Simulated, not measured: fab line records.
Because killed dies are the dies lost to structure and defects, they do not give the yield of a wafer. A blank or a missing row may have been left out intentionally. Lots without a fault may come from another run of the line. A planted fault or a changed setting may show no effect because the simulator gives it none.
Split-lot trial ; flow n5-finfet ; 7 lots, 21 wafers read, on a route of 1938 steps

== SPLIT DETAILS ==
At N5_MOL_CONTACT_COAG_COAT_34 (resist thk 40 nm), the setting spin-rpm was moved away from the recipe's 1500 rpm on 6 of the 21 wafers read, by +5.1% to +8.9%. This setting was run at the recipe's value on the other wafers.

== FROM THE SPLIT TO THE READING: what the file shows between them, 4 steps ==
- N5_MOL_CONTACT_COAG_EBR_36
- N5_MOL_CONTACT_COAG_SOFTBAKE_35: time 60 s
- N5_MOL_CONTACT_COAG_EXPOSE_37: exposes mask VD, defocus 0 nm
- N5_MOL_CONTACT_COAG_PEB_38: peb time 60 s

== THE READING ==
CAR-EUV_of_MOL_CONTACT_COAG_COAT_34.thk-nm (the simulator's own value, which no gauge read), in nm, at N5_MOL_CONTACT_COAG_DEVELOP_39 (develop time 30 s). No usual value for it is given in the file. Average 39.5 nm, standard deviation 0.15 nm, over the 15 wafers here run with the recipe.

wafer;tool, chamber at the split;spin-rpm as run, rpm;against the recipe;CAR-EUV_of_MOL_CONTACT_COAG_COAT_34.thk-nm, nm;against lot-mates on the recipe
L078.1;litho-track-05, 0;1605;+7.0%;38.2;-1.2
L078.3;litho-track-05, 0;1500;recipe;39.4;-
L078.5;litho-track-05, 0;1500;recipe;39.4;-
L080.2;litho-track-04, 0;1634;+8.9%;38;-1.7
L080.3;litho-track-04, 0;1500;recipe;39.6;-
L080.4;litho-track-04, 0;1500;recipe;39.8;-
L082.3;litho-track-02, 0;1500;recipe;39.6;-
L082.6;litho-track-02, 0;1500;recipe;39.6;-
L082.5;litho-track-02, 0;1500;recipe;39.8;-
L085.1;litho-track-02, 0;1500;recipe;39.4;-
L085.5;litho-track-02, 0;1500;recipe;39.6;-
L085.6;litho-track-02, 0;1500;recipe;39.8;-
L089.3;litho-track-05, 0;1602;+6.8%;38.2;-1.2
L089.5;litho-track-05, 0;1500;recipe;39.4;-
L089.6;litho-track-05, 0;1500;recipe;39.4;-
L092.2;litho-track-05, 0;1576;+5.1%;38.6;no lot-mate on the recipe
L092.5;litho-track-05, 0;1576;+5.1%;38.6;no lot-mate on the recipe
L092.6;litho-track-05, 0;1576;+5.1%;38.6;no lot-mate on the recipe
L094.1;litho-track-05, 0;1500;recipe;39.4;-
L094.4;litho-track-05, 0;1500;recipe;39.4;-
L094.3;litho-track-05, 0;1500;recipe;39.6;-

THE FIT
A straight line over all 21 wafers: CAR-EUV_of_MOL_CONTACT_COAG_COAT_34.thk-nm changes by -0.185 nm for each +1% of spin-rpm; r = -0.97; the points scatter about the line by 0.14 nm.
The same after taking each lot's own level away (the mean of its wafers on the recipe; 18 wafers): -0.182 nm for each +1%; r = -0.98; scatter 0.1 nm.
On that fit, the largest move of spin-rpm shifts the reading by 1.6 nm.
Across the lots, their own levels run from 39.40 to 39.70 nm, a range of 1.9 times the standard deviation given above.
The two slopes agree, so the slope changes little with the lot-to-lot level.
Check: for one of the wafers moved furthest among these (+8.9%), held out of the fit, the line's prediction against its lot-mates is -1.55 nm. It came out at -1.7 nm against them.

== OTHER SPLITS ON THESE WAFERS ==
Note: prior to the reading, these wafers also went through further splits. Each is held against what the fit with the lots' levels taken away leaves over:
other split on the same wafers;wafers away from the commonest value;r with CAR-EUV_of_MOL_CONTACT_COAG_COAT_34.thk-nm (lot level and that fit taken away)
N5_MOL_CONTACT_COAG_ALD_123 ald-cycles;8;+0.22
N5_MOL_CONTACT_COAG_VIA_ETCH_46 bias-w;7;+0.27

== THE WHOLE CHAIN: every reading that the file lists as answering this split, in the file's order ==
step;what it does;reading;change (the file's fit);r (the file's)
N5_MOL_CONTACT_COAG_COAT_34;resist thk 40 nm;CAR-EUV_of_MOL_CONTACT_COAG_COAT_34.thk-nm (the simulator's own value, which no gauge read);-0.193 nm for each +1% of the setting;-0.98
N5_MOL_CONTACT_COAG_DEVELOP_39;develop time 30 s;CAR-EUV_of_MOL_CONTACT_COAG_COAT_34.thk-nm (the simulator's own value, which no gauge read);-0.181 nm for each +1% of the setting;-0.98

== FILE'S OWN FIT ==
CAR-EUV_of_MOL_CONTACT_COAG_COAT_34.thk-nm changes by -0.181 nm for each +1% of spin-rpm, r = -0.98.
